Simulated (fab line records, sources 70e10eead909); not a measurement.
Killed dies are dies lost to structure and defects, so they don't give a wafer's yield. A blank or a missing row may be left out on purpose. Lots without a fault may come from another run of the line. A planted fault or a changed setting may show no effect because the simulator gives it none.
Chamber matching | flow nand_harc | NHARC_P_ZERO_WELL_DESCUM_54 on rie_diel-13: 4 sister chambers
The step chemistry O2, time 3 s. 4 wafers are shown with their chamber, then 7 later ones without.

WAFERS WITH THEIR CHAMBER
wafer  | chamber | drypump_motor_current_A (A)
L607.3 | 0       | 6.5
L612.4 | 3       | 5.7
L616.3 | 1       | 6.6
L616.4 | 2       | 4.8

WAFERS WITHOUT THEIR CHAMBER
wafer  | drypump_motor_current_A (A)
L616.5 | 4.8
L617.1 | 6.6
L617.5 | 4.8
L617.6 | 5.7
L625.1 | 6.4
L625.5 | 5.7
L625.6 | 6.4

WHICH CHAMBER EACH WENT THROUGH
wafer  | from the rows above     | in truth
L616.5 | 2                       | 2
L617.1 | can't be placed: 1 or 0 | 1
L617.5 | 2                       | 2
L617.6 | 3                       | 3
L625.1 | can't be placed: 0 or 1 | 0
L625.5 | 3                       | 3
L625.6 | can't be placed: 0 or 1 | 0
Placed correctly: 4 of 7. Can't be placed from these rows: 3 (the true chamber is among the candidates in 3). Placed wrongly: 0.
How it was worked out, from the rows above alone: a wafer's distance from a chamber is the root of the sum, over the readings, of the square of ((its reading less the chamber's mean) divided by the reading's scatter). The wafer belongs to the nearest chamber; if the next one is less than 2 further off, it can't be placed. A chamber's mean is the mean of its shown wafers. The scatter: with one shown wafer a chamber, the root of the mean of the squares of how far each hidden wafer lies from its nearest shown one.
